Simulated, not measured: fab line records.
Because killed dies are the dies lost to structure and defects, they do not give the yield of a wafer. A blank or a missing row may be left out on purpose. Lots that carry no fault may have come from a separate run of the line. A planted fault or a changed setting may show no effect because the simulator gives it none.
fab line records | flow n5-finfet
record lots=9 | wafers=27 | last-day=18
route steps=1938 shown HKMG_FIN@433 BEOL_M4@1111 PASSIVATION@1936
lots that met no fault: taken from a fault-free run of the same line
start-h: start of the lot's first displayed wafer, in hours after the record's first day | wait-h: time in hours since the lot's previous step | " unchanged from the row above | L1.1+2: one row covering several wafers at once | - no value, or no start was given | * or withheld: withheld | < > ~ a bound
route shown NAME@n: NAME is a module with steps in the file, n the number in the route of the first one | usual: mean/standard deviation of fault-free wafers | same: alike in all rows | chamber/n: place in a boat | sites: per-site readings | _std_site: the standard deviation of these | _edge_site: inner sites' mean taken away from outer sites' mean | radius-mm: how far each site lies from the wafer's centre | mask NAME#n: copy n | behind: the tool/chamber that last shaped the wafer | hold: what put the lot on hold/how long, in hours/how the hold closed | device: which transistor (n, p or np) failed to switch | end of line: the same wafers' tests at the end of the route | a step without rows: its recipe alone | killed: count of dies lost to structure and defects at first sort (not the wafer's yield) | map: a wafer's dies, marking killed ones x, the rest . and places with no die _
set.NAME: the setting that was run; set.NAME@STEP: the one run at that earlier step | model.NAME: the simulator's own value behind a step, which no gauge read
one table for each step of the route and one row for each wafer, over a sample of lots
services: the hour from which a tool's chamber was out of use, counted from the record's first day as start-h (under 0 if before that day), plus the number of hours and why
## steps
# step N5_HKMG_FIN_DESCUM_17
# recipe chemistry=O2 | time-s=7.9 | source-power-w=50 | bias-power-w=20 | pressure-mtorr=20 | rf-frequency-hz=2.712e+07 | temp-c=40 | resist=CAR-ArF | o2-flow-sccm=225
# usual drypump-motor-current-A=5.8/0.4 | oes-product-au=0.81/0.078 | rf-vpp-V=243.2/1.2 | showerhead-plenum-p-Torr=2.10/0.061 | throttle-valve-pct=20.45/0.28
lot.wafer | tool        | chamber | start-h | wait-h | drypump-motor-current-A | oes-product-au | rf-hours-counter-h | rf-vpp-V | showerhead-plenum-p-Torr | throttle-valve-pct
L302.1    | rie-diel-01 | 1       | 88.80   | 0.2    | 5.5                     | 0.86           | 73                 | 243.8    | 2.13                     | 20.03
L302.3    | "           | 2       | "       | "      | 5.9                     | 0.76           | 153                | 244.5    | 2.19                     | 20.61
L302.5    | "           | 1       | "       | "      | 5.5                     | 0.86           | -                  | 243.2    | 2.13                     | 20.05
L304.1    | rie-diel-06 | 1       | 101.58  | 0.0    | 5.8                     | 0.86           | 56                 | 242.3    | 2.03                     | 20.64
L304.4    | "           | 0       | "       | "      | 5.8                     | 0.78           | 112                | 241.8    | 2.11                     | 20.50
L304.5    | "           | 2       | "       | "      | 6.8                     | 0.77           | -                  | 242.2    | 2.09                     | 20.82
L307.1    | rie-diel-03 | 0       | 120.00  | 0.0    | 6.0                     | 0.72           | 201                | 244.9    | 2.17                     | 20.74
L307.2    | "           | 3       | "       | "      | 5.1                     | 0.72           | 200                | 241.2    | 1.99                     | 20.58
L307.5    | "           | 3       | "       | "      | 5.1                     | 0.72           | -                  | 241.3    | 1.99                     | 20.57
L315.1    | rie-diel-01 | 1       | 167.32  | 0.0    | 5.5                     | 0.82           | 104                | 243.0    | 2.11                     | 20.09
L315.4    | "           | 3       | "       | "      | 6.1                     | 0.96           | 2                  | 242.3    | 2.05                     | 19.91
L315.6    | "           | 1       | "       | "      | 5.5                     | 0.82           | -                  | 243.4    | 2.12                     | 20.09
L317.1    | rie-diel-06 | 1       | 179.98  | 0.1    | 5.7                     | 0.82           | 81                 | 241.0    | 2.02                     | 20.65
L317.4    | "           | 3       | "       | "      | 5.4                     | 0.84           | 86                 | 243.3    | 2.12                     | 20.26
L317.5    | "           | 1       | "       | "      | 5.8                     | 0.82           | -                  | 241.7    | 2.02                     | 20.66
L320.1    | rie-diel-01 | 3       | 196.59  | 0.0    | 6.1                     | 0.93           | 10                 | 242.6    | 2.04                     | 19.92
L320.5    | "           | 0       | "       | "      | 5.4                     | 0.88           | -                  | 242.9    | 2.04                     | 20.67
L320.6    | "           | 3       | "       | "      | 6.1                     | 0.93           | -                  | 242.1    | 2.04                     | 19.91
L321.3    | rie-diel-06 | 0       | 203.57  | 0.0    | 5.8                     | 0.75           | 146                | 243.0    | 2.10                     | 20.55
L321.5    | "           | 1       | "       | "      | 5.8                     | 0.81           | -                  | 241.5    | 2.02                     | 20.69
L321.6    | "           | 2       | "       | "      | 6.9                     | 0.73           | -                  | 243.3    | 2.08                     | 20.88
L322.1    | rie-diel-03 | 1       | 209.92  | 0.0    | 5.8                     | 0.87           | 43                 | 246.5    | 2.22                     | 20.14
L322.3    | "           | 0       | "       | "      | 6.0                     | 0.70           | 232                | 244.3    | 2.16                     | 20.81
L322.5    | "           | 0       | "       | "      | 6.0                     | 0.71           | -                  | 244.6    | 2.16                     | 20.81
L323.2    | rie-diel-01 | 1       | 215.85  | 0.3    | 5.5                     | 0.80           | 120                | 242.9    | 2.11                     | 20.12
L323.4    | "           | 3       | "       | "      | 6.1                     | 0.90           | 16                 | 242.6    | 2.04                     | 19.93
L323.6    | "           | 0       | "       | "      | 5.5                     | 0.87           | -                  | 242.2    | 2.03                     | 20.67
# step N5_HKMG_FIN_COAT_85
# recipe resist=SOC | temp-c=250 | time-s=60 | spin-rpm=1500 | resist-thk-nm=300
# usual spin-speed-rpm=1500.1/1.2
lot.wafer | tool           | chamber | start-h | wait-h | spin-speed-rpm
L302.1    | litho-track-05 | 0       | 90.05   | 0.2    | 1498.7
L302.3    | "              | 0       | "       | "      | 1500.9
L302.5    | "              | 0       | "       | "      | 1500.2
L304.1    | litho-track-05 | 0       | 102.84  | 0.2    | 1464.5
L304.4    | "              | 0       | "       | "      | 1463.0
L304.5    | "              | 0       | "       | "      | 1463.4
L307.1    | litho-track-05 | 0       | 121.25  | 0.2    | 1464.5
L307.2    | "              | 0       | "       | "      | 1464.2
L307.5    | "              | 0       | "       | "      | 1464.0
L315.1    | litho-track-03 | 0       | 168.57  | 0.2    | 1498.7
L315.4    | "              | 0       | "       | "      | 1499.3
L315.6    | "              | 0       | "       | "      | 1500.6
L317.1    | litho-track-03 | 0       | 181.23  | 0.2    | 1499.5
L317.4    | "              | 0       | "       | "      | 1499.3
L317.5    | "              | 0       | "       | "      | 1499.6
L320.1    | litho-track-05 | 0       | 197.85  | 0.2    | 1500.6
L320.5    | "              | 0       | "       | "      | 1500.2
L320.6    | "              | 0       | "       | "      | 1499.4
L321.3    | litho-track-04 | 0       | 204.84  | 0.2    | 1498.1
L321.5    | "              | 0       | "       | "      | 1499.3
L321.6    | "              | 0       | "       | "      | 1499.5
L322.1    | litho-track-04 | 0       | 211.27  | 0.2    | 1501.1
L322.3    | "              | 0       | "       | "      | 1499.9
L322.5    | "              | 0       | "       | "      | 1499.2
L323.2    | litho-track-03 | 0       | 217.12  | 0.2    | 1501.2
L323.4    | "              | 0       | "       | "      | 1498.9
L323.6    | "              | 0       | "       | "      | 1498.9
# step N5_HKMG_FIN_NWFM_ALD_20
# recipe material=TiAlC | target-thk-a=20 | temp-c=300 | ald-precursor-family=TiCl4 | ald-co-reactant=TEA | pulse-time-s=3 | purge-time-s=2 | co-reactant-purge-time-s=2 | co-reactant-pulse-time-s=10 | ald-cycles=7 | pressure-torr=3
# usual heater-power-w=503/48 | precursor-pulse-height-rel=0.997/0.019 | susceptor-temp-C=300.00/0.21
lot.wafer | tool         | chamber | start-h | wait-h | heater-power-w | precursor-pulse-height-rel | susceptor-temp-C
L302.1    | ald-metal-01 | 0       | 90.75   | 0.3    | 553            | 0.948                      | 299.51
L302.3    | "            | 2       | "       | "      | 475            | 1.029                      | 299.92
L302.5    | "            | 3       | "       | "      | 483            | 1.016                      | 299.74
L304.1    | ald-metal-04 | 1       | 103.53  | 0.3    | 537            | 0.998                      | 299.70
L304.4    | "            | 2       | "       | "      | 570            | 1.022                      | 299.82
L304.5    | "            | 1       | "       | "      | 541            | 1.022                      | 300.02
L307.1    | ald-metal-01 | 1       | 122.28  | 0.3    | 515            | 0.981                      | 300.06
L307.2    | "            | 3       | "       | "      | 479            | 0.983                      | 299.93
L307.5    | "            | 3       | "       | "      | 463            | 1.032                      | 300.18
L315.1    | ald-metal-04 | 0       | 169.27  | 0.3    | 459            | 1.027                      | 299.87
L315.4    | "            | 1       | "       | "      | 544            | 0.988                      | 300.05
L315.6    | "            | 2       | "       | "      | 589            | 0.980                      | 299.59
L317.1    | ald-metal-03 | 1       | 181.97  | 0.3    | 491            | 0.961                      | 300.11
L317.4    | "            | 2       | "       | "      | 580            | 0.988                      | 299.73
L317.5    | "            | 3       | "       | "      | 472            | 0.965                      | 299.95
L320.1    | ald-metal-03 | 0       | 198.56  | 0.3    | 518            | 0.988                      | 300.06
L320.5    | "            | 0       | "       | "      | 505            | 1.005                      | 299.98
L320.6    | "            | 3       | "       | "      | 461            | 0.990                      | 299.60
L321.3    | ald-metal-04 | 3       | 205.53  | 0.1    | 433            | 0.980                      | 300.25
L321.5    | "            | 2       | "       | "      | 570            | 1.012                      | 300.14
L321.6    | "            | 3       | "       | "      | 439            | 1.004                      | 300.07
L322.1    | ald-metal-03 | 3       | 211.97  | 0.3    | 479            | 0.999                      | 299.83
L322.3    | "            | 2       | "       | "      | 541            | 1.007                      | 299.88
L322.5    | "            | 2       | "       | "      | 548            | 1.023                      | 300.10
L323.2    | ald-metal-03 | 0       | 217.81  | 0.3    | 528            | 0.995                      | 299.76
L323.4    | "            | 1       | "       | "      | 472            | 0.978                      | 299.83
L323.6    | "            | 3       | "       | "      | 464            | 1.020                      | 300.06
# step N5_HKMG_FIN_ALD_21
# recipe material=TiN | target-thk-a=15 | temp-c=400 | ald-precursor-family=TiCl4 | ald-co-reactant=NH3 | pulse-time-s=1 | purge-time-s=3 | co-reactant-purge-time-s=2 | co-reactant-pulse-time-s=2 | ald-cycles=68 | pressure-torr=3
# usual heater-power-w=893/78 | precursor-pulse-height-rel=1.000/0.02 | susceptor-temp-C=400.00/0.23
lot.wafer | tool         | chamber | start-h | wait-h | heater-power-w | precursor-pulse-height-rel | susceptor-temp-C
L302.1    | ald-metal-01 | 1       | 91.93   | 0.3    | 955            | 0.992                      | 399.86
L302.3    | "            | 0       | "       | "      | 985            | 0.968                      | 400.20
L302.5    | "            | 3       | "       | "      | 858            | 0.989                      | 399.80
L304.1    | ald-metal-01 | 3       | 105.02  | 0.4    | 841            | 0.998                      | 400.26
L304.4    | "            | 0       | "       | "      | 960            | 1.009                      | 399.87
L304.5    | "            | 2       | "       | "      | 849            | 1.025                      | 399.82
L307.1    | ald-metal-01 | 1       | 123.47  | 0.3    | 942            | 0.976                      | 400.04
L307.2    | "            | 0       | "       | "      | 963            | 1.001                      | 400.16
L307.5    | "            | 1       | "       | "      | 962            | 0.993                      | 399.99
L315.1    | ald-metal-03 | 2       | 170.53  | 0.3    | 959            | 0.972                      | 399.68
L315.4    | "            | 3       | "       | "      | 842            | 1.025                      | 400.06
L315.6    | "            | 2       | "       | "      | 985            | 1.010                      | 399.80
L317.1    | ald-metal-03 | 1       | 183.15  | 0.3    | 868            | 0.995                      | 400.17
L317.4    | "            | 3       | "       | "      | 845            | 1.016                      | 400.32
L317.5    | "            | 0       | "       | "      | 925            | 1.015                      | 399.91
L320.1    | ald-metal-04 | 1       | 199.74  | 0.3    | 983            | 0.980                      | 400.09
L320.5    | "            | 1       | "       | "      | 995            | 1.003                      | 399.96
L320.6    | "            | 0       | "       | "      | 807            | 1.013                      | 399.81
L321.3    | ald-metal-03 | 3       | 206.76  | 0.1    | 852            | 0.999                      | 399.59
L321.5    | "            | 2       | "       | "      | 978            | 1.021                      | 400.03
L321.6    | "            | 3       | "       | "      | 858            | 1.007                      | 400.14
L322.1    | ald-metal-04 | 2       | 213.16  | 0.3    | 1052           | 1.026                      | 400.13
L322.3    | "            | 0       | "       | "      | 811            | 0.988                      | 400.05
L322.5    | "            | 3       | "       | "      | 758            | 0.961                      | 399.98
L323.2    | ald-metal-04 | 1       | 219.09  | 0.3    | 967            | 1.026                      | 400.18
L323.4    | "            | 3       | "       | "      | 786            | 1.019                      | 399.86
L323.6    | "            | 3       | "       | "      | 756            | 0.997                      | 399.55
# step N5_BEOL_M4_RC_MEAS_101
# usual DIBL_N=36.3/1.2 | DIBL_P=36.3/1.4 | IOFF_N=0.157/0.02 | IOFF_P=0.22/0.033 | ION_N=675/9.6 | ION_P=465/8.2 | SS_N=71.4/0.45 | SS_P=73.3/0.54 | VT_N=249.8/2.5 | VT_P=-249/3.2
lot.wafer | tool      | chamber | start-h | wait-h | DIBL_N[mV/V] | DIBL_P[mV/V] | IOFF_N[nA/um] | IOFF_P[nA/um] | ION_N[uA/um] | ION_P[uA/um] | SS_N[mV/dec] | SS_P[mV/dec] | VT_N[mV] | VT_P[mV]
L302.1    | prober-01 | 0       | 187.88  | 0.0    | 34.6         | 34.8         | 0.128         | 0.16          | 665          | 455          | 71.2         | 72.0         | 251.3    | -256
L302.3    | "         | 0       | "       | "      | 35.1         | 34.9         | 0.132         | 0.17          | 662          | 453          | 71.7         | 72.3         | 251.7    | -253
L302.5    | "         | 0       | "       | "      | 35.3         | 35.1         | 0.137         | 0.17          | 668          | 455          | 71.2         | 71.9         | 253.9    | -254
L304.1    | prober-01 | 0       | 209.08  | 0.0    | 36.7         | 36.7         | 0.185         | 0.25          | 695          | 475          | 72.2         | 73.9         | 247.5    | -249
L304.4    | "         | 0       | "       | "      | 36.6         | 36.2         | 0.163         | 0.23          | 679          | 466          | 71.9         | 72.6         | 250.2    | -249
L304.5    | "         | 0       | "       | "      | 36.4         | 36.4         | 0.179         | 0.25          | 695          | 477          | 71.0         | 72.6         | 246.5    | -246
L307.1    | prober-02 | 0       | 234.49  | 0.0    | 37.6         | 37.5         | 0.184         | 0.22          | 686          | 470          | 71.3         | 73.1         | 244.6    | -247
L307.2    | "         | 0       | "       | "      | 35.8         | 34.8         | 0.135         | 0.17          | 662          | 449          | 71.1         | 72.5         | 250.2    | -251
L307.5    | "         | 0       | "       | "      | 35.3         | 34.3         | 0.135         | 0.17          | 664          | 458          | 71.0         | 72.0         | 251.1    | -251
L315.1    | prober-02 | 0       | 284.71  | 0.0    | 36.3         | 36.0         | 0.133         | 0.20          | 666          | 461          | 71.5         | 72.2         | 254.8    | -251
L315.4    | "         | 0       | "       | "      | 37.1         | 36.6         | 0.149         | 0.21          | 677          | 464          | 71.6         | 72.6         | 251.3    | -247
L315.6    | "         | 0       | "       | "      | 37.9         | 38.3         | 0.163         | 0.24          | 686          | 477          | 71.9         | 74.0         | 249.4    | -248
L317.1    | prober-02 | 0       | 299.64  | 0.0    | 35.0         | 35.0         | 0.143         | 0.25          | 674          | 464          | 72.2         | 73.6         | 251.8    | -248
L317.4    | "         | 0       | "       | "      | 35.3         | 35.0         | 0.149         | 0.23          | 677          | 472          | 71.7         | 73.6         | 252.1    | -247
L317.5    | "         | 0       | "       | "      | 34.5         | 33.3         | 0.137         | 0.21          | 687          | 473          | 71.4         | 73.2         | 250.9    | -248
L322.1    | prober-01 | 0       | 307.20  | 0.0    | 35.7         | 36.1         | 0.147         | 0.25          | 673          | 469          | 71.2         | 73.3         | 249.2    | -246
L322.3    | "         | 0       | "       | "      | 37.4         | 37.9         | 0.182         | 0.28          | 675          | 473          | 71.5         | 74.0         | 246.1    | -245
L322.5    | "         | 0       | "       | "      | 36.5         | 36.6         | 0.170         | 0.26          | 667          | 464          | 71.8         | 73.9         | 247.4    | -246
L320.1    | prober-02 | 0       | 308.98  | 0.0    | 38.3         | 38.4         | 0.206         | 0.26          | 675          | 463          | 72.1         | 74.6         | 247.8    | -247
L320.5    | "         | 0       | "       | "      | 37.7         | 38.6         | 0.195         | 0.26          | 675          | 467          | 72.2         | 73.5         | 247.5    | -249
L320.6    | "         | 0       | "       | "      | 38.1         | 38.6         | 0.199         | 0.26          | 692          | 474          | 71.5         | 73.9         | 244.4    | -245
L321.3    | prober-02 | 0       | 315.34  | 0.3    | 37.2         | 37.3         | 0.186         | 0.26          | 691          | 481          | 71.4         | 74.0         | 247.1    | -246
L321.5    | "         | 0       | "       | "      | 37.1         | 36.7         | 0.174         | 0.25          | 683          | 473          | 71.6         | 74.1         | 249.6    | -247
L321.6    | "         | 0       | "       | "      | 35.9         | 34.6         | 0.154         | 0.22          | 689          | 474          | 70.7         | 73.9         | 253.2    | -250
L323.2    | prober-02 | 0       | 331.82  | 0.2    | 38.2         | 39.2         | 0.187         | 0.29          | 688          | 471          | 71.6         | 74.1         | 249.0    | -242
L323.4    | "         | 0       | "       | "      | 34.8         | 34.9         | 0.119         | 0.20          | 665          | 470          | 70.4         | 72.6         | 251.8    | -248
L323.6    | "         | 0       | "       | "      | 39.5         | 40.7         | 0.208         | 0.34          | 685          | 478          | 71.7         | 74.1         | 247.2    | -243
# step N5_PASSIVATION_PROBE_49
# usual defect-limited-yield=91.1/1.4 | killed_at_M0_to_M3=33/10 | killed_at_M4_up=15/5.8 | killed-at-contacts=13/5.9 | killed-at-front-end=39/11 | killed-at-other=4/3.6 | killed-dies=105/16 | killed-open=68/11 | killed-short=34/7.8 | sort_bin_5_function=5.2/0.88 | sort_bin_6_memory=3.3/0.61 | sort-n-pass=1075/16 | sort-yield-pct=91.1/1.4
# same gross-dies=1180 | killed-at-back-side=0 | sort_bin_4_leakage[%]=0 | sort_bin_8_speed[%]=0
lot.wafer | tool      | chamber | start-h | wait-h | defect-limited-yield[%] | killed_at_M0_to_M3 | killed_at_M4_up | killed-at-contacts | killed-at-front-end | killed-at-other | killed-dies | killed-open | killed-short | sort_bin_5_function[%] | sort_bin_6_memory[%] | sort-n-pass | sort-yield-pct[%]
L307.1    | prober-01 | -       | 347.40  | 0.0    | 91.9                    | 30                 | 6               | 15                 | 41                  | 4               | 96          | 59          | 32           | 4.4                    | 3.4                  | 1084        | 91.9
L307.2    | prober-01 | -       | 347.45  | 0.1    | 91.5                    | 31                 | 7               | 9                  | 49                  | 4               | 100         | 62          | 35           | 5.0                    | 3.1                  | 1080        | 91.5
L307.5    | prober-01 | -       | 347.60  | 0.2    | 91.4                    | 30                 | 10              | 24                 | 35                  | 2               | 101         | 64          | 31           | 4.5                    | 3.6                  | 1079        | 91.4
# killed by level:class
L307.1 STI_FIN_REVEAL:geometric-particle:open=12 MOL_CONTACT_COAG:geometric-particle:open=11 FIN_SAQP:geometric-particle:short=9 BEOL_M0_SAQP:geometric-particle:open=9 BEOL_M3:geometric-particle:open=7 GATE_CUT:geometric-particle:short=5 BEOL_M1:geometric-particle:open=4 MOL_CONTACT_COAG:geometric-particle:short=4
L307.2 STI_FIN_REVEAL:geometric-particle:open=13 BEOL_M0_SAQP:geometric-particle:short=9 MOL_CONTACT_COAG:geometric-particle:open=8 GATE_CUT:geometric-particle:short=7 BEOL_M0_SAQP:geometric-particle:open=7 GATE_CUT:geometric-particle:open=5 BEOL_M3:geometric-particle:open=5 FIN_SAQP:geometric-particle:short=4
L307.5 MOL_CONTACT_COAG:geometric-particle:open=17 BEOL_M0_SAQP:geometric-particle:open=8 BEOL_M0_SAQP:geometric-particle:short=8 BEOL_M3:geometric-particle:open=8 STI_FIN_REVEAL:geometric-particle:open=7 GATE_CUT:geometric-particle:short=7 MOL_CONTACT_COAG:geometric-particle:short=7 BEOL_M4:geometric-particle:open=5
## services
tool           | chamber | start-h | hours | kind
rie-diel-03    | -       | 65.58   | 0.2   | repair
rie-diel-01    | 0       | 70.33   | -     | clean
rie-diel-01    | 0       | 70.33   | -     | consumable-replace:focus-ring
rie-diel-01    | 0       | 70.33   | 22.1  | scheduled-down
rie-diel-01    | 0       | 70.33   | 22.1  | vent-cycle
rie-diel-03    | 1       | 71.21   | -     | clean
rie-diel-03    | 1       | 71.21   | -     | consumable-replace:focus-ring
rie-diel-03    | 1       | 71.21   | -     | consumable-replace:showerhead
rie-diel-03    | 1       | 71.21   | 12.9  | scheduled-down
rie-diel-03    | 1       | 71.21   | 12.9  | vent-cycle
litho-track-04 | -       | 76.67   | -     | consumable-replace:filter
ald-metal-04   | -       | 85.16   | 8.7   | pm
ald-metal-03   | -       | 99.46   | 14.6  | pm
rie-diel-01    | 3       | 105.15  | 7.8   | repair
ald-metal-04   | -       | 130.82  | 1.9   | repair
rie-diel-01    | 3       | 137.44  | -     | clean
rie-diel-01    | 3       | 137.44  | -     | consumable-replace:focus-ring
rie-diel-01    | 3       | 137.44  | 23.2  | scheduled-down
rie-diel-01    | 3       | 137.44  | 23.2  | vent-cycle
ald-metal-01   | 3       | 147.59  | 4.1   | repair
ald-metal-01   | -       | 163.09  | 1.5   | repair
ald-metal-04   | -       | 168.50  | 0.6   | repair
rie-diel-06    | -       | 174.50  | 0.2   | repair
rie-diel-03    | 1       | 191.39  | 1.3   | repair
## key
first-sign step=N5_HKMG_FIN_COAT_85 | reading=spin-speed-rpm | direction=down | sigmas=31 | usual=* | struck=*
effect none on later readings
met-at N5_HKMG_FIN_COAT_85
struck-lots L304,L307
not-acting-at N5_HKMG_FIN_DESCUM_17,N5_HKMG_FIN_NWFM_ALD_20,N5_HKMG_FIN_ALD_21
onset-between 90.05 102.84
fault kind=process-parameter-drift | tool=litho-track-05 | chamber=- | onset-h=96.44 | steps=N5_HKMG_FIN_COAT_85 | channel=spin-rpm | offset=* | shape=step | end-h=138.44 | acts-in=* | stated=*
